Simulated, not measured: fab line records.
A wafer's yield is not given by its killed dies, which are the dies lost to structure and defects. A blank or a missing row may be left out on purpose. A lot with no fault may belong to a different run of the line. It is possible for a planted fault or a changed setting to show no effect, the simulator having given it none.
Split-lot trial ; flow n5-finfet ; route with 1938 steps; 7 lots, 39 wafers read

## THE SPLIT
At N5_FIN_SAQP_PECVD_06 (deposits a-Si from SiH4/He, target thk 60 nm, time 48.1 s), the setting time-s was moved away from the recipe's 48.1 s on 18 of the 39 wafers read, by -53.0% to -26.8%. This setting was run at the recipe's value on the other wafers.

## FROM THE SPLIT TO THE READING: what the file shows between them, 5 steps
- N5_FIN_SAQP_THK_MEAS_07
- N5_FIN_SAQP_HM_DEP_72: deposits SiO2 from SiH4/N2O, target thk 12 nm, time 7.2 s
- N5_FIN_SAQP_COAT_49: time 60 s, resist thk 100 nm
- N5_FIN_SAQP_HM_OPEN_73: chemistry CHF3/O2, target SiO2, stops on a-Si, target depth 12 nm, time 16.8 s
- N5_FIN_SAQP_STRIP_74: strips in CHF3/O2

## THE READING
oes-product-au, in a.u., at N5_FIN_SAQP_MANDREL_ETCH_22 (etches a-Si in HBr/Cl2, stops on SiNx, target depth 60 nm, bt time 10 s, time 30 s). A value of 0.765 a.u. with a standard deviation of 0.012 a.u. is what fault-free wafers of this fab line usually give.

wafer;tool, chamber at the split;time-s as run, s;against the recipe;oes-product-au, a.u.;against lot-mates on the recipe
L074.1;pecvd-04, 2;35.23;-26.8%;0.635;-0.131
L074.2;pecvd-04, 0;48.1;recipe;0.765;-
L074.3;pecvd-04, 1;35.23;-26.8%;0.630;-0.136
L074.4;pecvd-04, 0;48.1;recipe;0.752;-
L074.5;pecvd-04, 1;35.23;-26.8%;0.641;-0.125
L074.6;pecvd-04, 2;48.1;recipe;0.781;-
L075.1;pecvd-02, 2;48.1;recipe;0.753;-
L075.2;pecvd-02, 0;24.66;-48.7%;0.541;-0.227
L075.3;pecvd-02, 1;24.66;-48.7%;0.537;-0.231
L075.4;pecvd-02, 0;48.1;recipe;0.784;-
L075.5;pecvd-02, 2;48.1;recipe;0.766;-
L075.6;pecvd-02, 1;24.66;-48.7%;0.541;-0.227
L076.1;pecvd-04, 1;48.1;recipe;0.776;-
L076.2;pecvd-04, 2;27.72;-42.4%;0.578;-0.179
L076.3;pecvd-04, 0;48.1;recipe;0.748;-
L076.4;pecvd-04, 0;27.72;-42.4%;0.565;-0.192
L076.5;pecvd-04, 1;48.1;recipe;0.748;-
L076.6;pecvd-04, 2;27.72;-42.4%;0.576;-0.181
L079.1;pecvd-02, 1;22.6;-53.0%;0.524;-0.235
L079.2;pecvd-02, 0;22.6;-53.0%;0.525;-0.234
L079.3;pecvd-02, 2;22.6;-53.0%;0.510;-0.249
L079.4;pecvd-02, 0;48.1;recipe;0.745;-
L079.5;pecvd-02, 2;48.1;recipe;0.751;-
L079.6;pecvd-02, 1;48.1;recipe;0.781;-
L086.1;pecvd-04, 0;48.1;recipe;0.771;-
L086.2;pecvd-04, 2;33.63;-30.1%;0.610;-0.165
L086.3;pecvd-04, 1;33.63;-30.1%;0.625;-0.150
L086.4;pecvd-04, 0;48.1;recipe;0.778;-
L086.5;pecvd-04, 2;33.63;-30.1%;0.633;-0.142
L086.6;pecvd-04, 1;48.1;recipe;0.776;-
L092.1;pecvd-02, 2;48.1;recipe;0.757;-
L092.5;pecvd-02, 2;48.1;recipe;0.758;-
L092.6;pecvd-02, 0;48.1;recipe;0.751;-
L097.1;pecvd-04, 0;48.1;recipe;0.740;-
L097.2;pecvd-04, 1;48.1;recipe;0.780;-
L097.3;pecvd-04, 2;30.1;-37.4%;0.603;-0.159
L097.4;pecvd-04, 1;30.1;-37.4%;0.589;-0.173
L097.5;pecvd-04, 0;30.1;-37.4%;0.597;-0.165
L097.6;pecvd-04, 2;48.1;recipe;0.766;-

FIT RESULTS
A straight line over all 39 wafers: oes-product-au changes by +0.00457 a.u. for each +1% of time-s; r = +0.99; the points scatter about the line by 0.011 a.u.
The same after taking each lot's own level away (the mean of its wafers on the recipe; 39 wafers): +0.00457 a.u. for each +1%; r = +0.99; scatter 0.012 a.u.
According to that fit, moving time-s by its largest amount changes the reading by 0.24 a.u.
Measured against the standard deviation above, the lots' own levels, which go from 0.7553 to 0.7750 a.u., span 1.6 times it.
The two slopes are in agreement: the lot-to-lot level therefore moves the slope only a little.
Check: for one of the wafers moved furthest among these (-53.0%), held out of the fit, the line's prediction against its lot-mates is -0.244 a.u. It came out at -0.235 a.u. against them.

## THE WHOLE CHAIN: every reading that the file lists as answering this split, in the file's order
step;what it does;reading;change (the file's fit);r (the file's)
N5_FIN_SAQP_PECVD_06;deposits a-Si from SiH4/He, target thk 60 nm, time 48.1 s;a-Si_of_FIN_SAQP_PECVD_06.thk-nm (the simulator's own value, which no gauge read);+0.615 nm for each +1% of the setting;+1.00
N5_FIN_SAQP_THK_MEAS_07;;thk-nm;withheld for each +1% of the setting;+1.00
N5_FIN_SAQP_MANDREL_ETCH_22;etches a-Si in HBr/Cl2, stops on SiNx, target depth 60 nm, bt time 10 s, time 30 s;oes-product-au;+0.00459 a.u. for each +1% of the setting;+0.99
N5_FIN_SAQP_MANDREL_ETCH_22;etches a-Si in HBr/Cl2, stops on SiNx, target depth 60 nm, bt time 10 s, time 30 s;etch.depth-nm (the simulator's own value, which no gauge read);+0.615 nm for each +1% of the setting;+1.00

## THE FILE'S OWN FIT
oes-product-au changes by +0.00459 a.u. for each +1% of time-s, r = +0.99.
